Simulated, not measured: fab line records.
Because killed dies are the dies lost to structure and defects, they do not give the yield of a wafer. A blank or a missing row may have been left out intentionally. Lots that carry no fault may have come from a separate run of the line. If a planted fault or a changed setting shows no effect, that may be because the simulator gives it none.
Chamber matching | flow nand-harc | 4 sister chambers for NHARC_A_BONDPAD_CMP_19 on cmp-03
The step polishes, t overpolish 30 s, cu recess touch 16 s, target thk 169.82 nm. 14 wafers are shown with their chamber, then 7 later ones without.

WAFERS, EACH WITH ITS CHAMBER
wafer  | chamber | motor-current-A (A) | slurry-flow-ml-min | overpolish-run-s (s)
L102.2 | 2       | 12.6                | 150.4              | 30.007
L102.4 | 1       | 12.9                | 149.6              | 29.999
L102.5 | 1       | 11.9                | 148.8              | 30.003
L104.1 | 2       | 12.0                | 149.8              | 30.016
L104.2 | 1       | 12.4                | 149.6              | 29.996
L104.3 | 3       | 11.5                | 150.7              | 29.983
L105.1 | 0       | 12.3                | 150.8              | 29.990
L105.2 | 2       | 12.7                | 150.5              | 29.997
L105.5 | 1       | 11.8                | 150.3              | 30.024
L109.3 | 0       | 13.1                | 150.3              | 30.001
L109.5 | 3       | 11.8                | 150.2              | 30.003
L109.6 | 0       | 13.3                | 150.4              | 29.997
L110.3 | 0       | 13.0                | 150.3              | 29.988
L110.4 | 2       | 12.0                | 150.0              | 29.982

SIGNATURES (averages over the wafers above)
reading            | chamber 0 | chamber 1 | chamber 2 | chamber 3 | scatter within a chamber
motor-current-A    | 12.925    | 12.250    | 12.325    | 11.650    | 0.425
slurry-flow-ml-min | 150.450   | 149.575   | 150.175   | 150.450   | 0.418
overpolish-run-s   | 29.99400  | 30.00550  | 30.00050  | 29.99300  | 0.0119
Rule: for a wafer and a chamber, the distance is found by dividing, reading by reading, the gap between the wafer's reading and the chamber's mean by the reading's scatter, squaring, summing and taking the root. If the next closest chamber is less than 2 further off than the closest, the wafer can't be placed; otherwise it belongs to the closest. The scatter is the square root of a quotient: the sum, over the shown wafers, of each reading's squared deviation from its chamber's mean, divided by wafers minus chambers.

WAFERS WITHOUT THEIR CHAMBER
wafer  | motor-current-A (A) | slurry-flow-ml-min | overpolish-run-s (s)
L110.6 | 13.1                | 150.5              | 30.004
L112.1 | 12.2                | 150.6              | 29.999
L112.5 | 11.5                | 150.2              | 30.009
L112.6 | 12.9                | 149.6              | 29.987
L118.2 | 12.1                | 150.4              | 29.998
L118.5 | 12.0                | 149.9              | 30.002
L118.6 | 12.4                | 150.3              | 29.989

THE CHAMBER EACH PASSED THROUGH
wafer  | from the rows above               | in truth
L110.6 | can't be placed: 0 or 2           | 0
L112.1 | can't be placed: 2 or 3 or 0 or 1 | 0
L112.5 | can't be placed: 3 or 2 or 1      | 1
L112.6 | can't be placed: 0 or 1 or 2 or 3 | 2
L118.2 | can't be placed: 2 or 3 or 0 or 1 | 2
L118.5 | can't be placed: 2 or 1 or 3 or 0 | 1
L118.6 | can't be placed: 2 or 0 or 3 or 1 | 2
Correct placement for 0 of the 7. From these rows, 7 cannot be placed; in 7 the true chamber is one of the candidates. Number placed wrongly: 0.
